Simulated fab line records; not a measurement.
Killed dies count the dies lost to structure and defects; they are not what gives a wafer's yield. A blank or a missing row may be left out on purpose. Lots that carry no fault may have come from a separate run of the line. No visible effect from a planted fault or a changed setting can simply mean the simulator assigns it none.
Matching of chambers -- flow nand_harc -- NHARC_A_STAIRCASE_TRIM_187 on rie_diel-06: 4 sister chambers
The step chemistry O2, time 211.2 s. 18 wafers are shown with their chamber, then 9 later ones without.

WAFERS WITH THEIR CHAMBER
wafer,chamber,showerhead_plenum_p_Torr (Torr),throttle_valve_pct (%),rf_vpp_V (V)
L076.3,3,3.42,17.031,57.2
L076.4,1,3.53,17.036,58.5
L076.6,3,3.42,17.032,57.8
L076.1,0,3.40,17.039,59.0
L076.2,2,3.76,17.041,58.3
L076.5,0,3.40,17.051,56.6
L078.2,0,3.40,17.042,57.8
L078.4,2,3.76,17.050,58.1
L078.6,2,3.76,17.034,58.7
L078.1,3,3.42,17.031,57.3
L078.3,1,3.53,17.024,59.7
L078.5,3,3.42,17.029,58.6
L084.2,0,3.39,17.035,58.3
L084.3,2,3.75,17.035,58.6
L084.5,1,3.52,17.032,57.2
L088.4,2,3.74,17.038,59.0
L088.5,1,3.51,17.027,57.3
L088.6,0,3.38,17.038,57.5

SIGNATURES, as means of the wafers listed above
reading,chamber 0,chamber 1,chamber 2,chamber 3,scatter within a chamber
showerhead_plenum_p_Torr,3.3940,3.5225,3.7540,3.4200,0.00808
throttle_valve_pct,17.04100,17.02975,17.03960,17.03075,0.00538
rf_vpp_V,57.840,58.175,58.540,57.725,0.805
Rule: distance of a wafer from a chamber = root of the sum over the readings of ((wafer's reading minus chamber's mean) / reading's scatter) squared. If the next closest chamber is less than 2 further off than the closest, the wafer can't be placed; otherwise it belongs to the closest. The scatter is the square root of a quotient: the sum, over the shown wafers, of each reading's squared deviation from its chamber's mean, divided by wafers minus chambers.

WAFERS WHOSE CHAMBER IS MISSING
wafer,showerhead_plenum_p_Torr (Torr),throttle_valve_pct (%),rf_vpp_V (V)
L090.2,3.74,17.036,57.1
L090.4,3.38,17.046,57.5
L090.6,3.40,17.030,56.2
L090.1,3.51,17.039,56.2
L090.3,3.40,17.038,56.4
L090.5,3.74,17.049,59.3
L097.2,3.37,17.022,57.3
L097.3,3.73,17.037,59.3
L097.6,3.73,17.036,60.0

CHAMBER TAKEN BY EACH
wafer,from the rows above,in truth
L090.2,2,2
L090.4,0,0
L090.6,can't be placed: 0 or 3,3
L090.1,1,1
L090.3,can't be placed: 0 or 3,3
L090.5,2,2
L097.2,can't be placed: 0 or 3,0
L097.3,2,2
L097.6,2,2
Placed correctly: 6 of 9. Not placeable from these rows: 3 (in 3, the candidates include the true chamber). Placed wrongly: 0.
